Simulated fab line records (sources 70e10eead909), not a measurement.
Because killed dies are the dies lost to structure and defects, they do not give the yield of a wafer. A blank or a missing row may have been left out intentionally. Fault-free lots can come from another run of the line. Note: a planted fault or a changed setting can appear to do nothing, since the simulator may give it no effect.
Which tool is to blame? :: flow nand_harc :: 14 lots, 41 wafers sampled, at 1 step of a route of 1159

## WHAT EACH GAUGE READ, for each wafer
NHARC_A_SLIT_OVL_MEAS_10. Usual: overlay_x_nm 0.1 nm, standard deviation 1; overlay_y_nm 0.4 nm, standard deviation 0.76.
lot: L681
measured: day 14 18:17
on: overlay-02
overlay_x_nm (nm): 1.3 0.7 0.7
overlay_y_nm (nm): 0.3 0.3 0.0
flag: 

lot: L682
measured: day 14 18:35
on: overlay-02
overlay_x_nm (nm): -0.5 -1.2 -1.4
overlay_y_nm (nm): -0.2 -0.5 -1.2
flag: 

lot: L684
measured: day 14 19:07
on: overlay-01
overlay_x_nm (nm): 0.5 0.4 1.1
overlay_y_nm (nm): -0.6 -1.2 -1.0
flag: 

lot: L680
measured: day 14 20:26
on: overlay-01
overlay_x_nm (nm): 0.8 1.1 0.0
overlay_y_nm (nm): 1.1 0.4 0.9
flag: 

lot: L686
measured: day 16 10:00
on: overlay-01
overlay_x_nm (nm): -1.4 -0.9
overlay_y_nm (nm): -0.1 0.0
flag: 

lot: L692
measured: day 17 11:56
on: overlay-01
overlay_x_nm (nm): -1.3 -1.9 -1.5
overlay_y_nm (nm): -1.1 -0.9 -0.7
flag: 

lot: L691
measured: day 17 12:05
on: overlay-02
overlay_x_nm (nm): -0.2 0.4 0.4
overlay_y_nm (nm): 1.6 1.3 1.2
flag: 

lot: L697
measured: day 18 08:29
on: overlay-01
overlay_x_nm (nm): 0.2 0.5 0.6
overlay_y_nm (nm): 0.6 0.6 0.5
flag: 

lot: L693
measured: day 19 01:08
on: overlay-02
overlay_x_nm (nm): -2.3 -1.4 -2.3
overlay_y_nm (nm): 1.4 1.0 0.9
flag: 

lot: L695
measured: day 19 02:56
on: overlay-02
overlay_x_nm (nm): -0.5 0.3 -0.1
overlay_y_nm (nm): 0.5 0.4 1.0
flag: 

lot: L700
measured: day 19 06:43
on: overlay-02
overlay_x_nm (nm): 1.4 1.4 1.1
overlay_y_nm (nm): 0.5 -0.2 -0.4
flag: 

lot: L699
measured: day 19 07:41
on: overlay-01
overlay_x_nm (nm): 1.8 0.6 0.8
overlay_y_nm (nm): 0.8 0.9 1.1
flag: 

lot: L702
measured: day 19 21:05
on: overlay-01
overlay_x_nm (nm): -0.3 0.8 0.2
overlay_y_nm (nm): 0.5 0.8 0.6
flag: 

lot: L701
measured: day 19 22:23
on: overlay-02
overlay_x_nm (nm): 1.2 1.8 1.2
overlay_y_nm (nm): 1.6 1.6 1.7
flag: 

## EACH LOT AND THE TOOL THAT RAN IT (in order: tool; ch and the chambers of the sampled wafers; start)
There is no process step in the record ahead of these readings.

## AS READ BY THE TOOLS THEMSELVES (means over the sampled wafers that have a number; for cases with no such wafer, the mark the record gives instead)
The record holds no such reading with a usual standard deviation.

## THE ANSWER, worked out from the rows above alone
Rule: take the mean of a lot's wafers that have a number; if it is more than 3 standard deviations from the usual mean, the lot is off. A lot without any number at a reading at which 4 lots or more have one is off too. All remaining lots with rows at the step are treated as sound. The gauges are gone through in route order, then the tools' own readings, and for those a lot's mean is taken as printed above. The first step at which some lot is off is used, and at that step the reading that is off furthest; a lot without a number counts as furthest.
Across all readings shown, no lot is off: no conclusion can be drawn from this.

## WHAT THE SIMULATOR PUT IN
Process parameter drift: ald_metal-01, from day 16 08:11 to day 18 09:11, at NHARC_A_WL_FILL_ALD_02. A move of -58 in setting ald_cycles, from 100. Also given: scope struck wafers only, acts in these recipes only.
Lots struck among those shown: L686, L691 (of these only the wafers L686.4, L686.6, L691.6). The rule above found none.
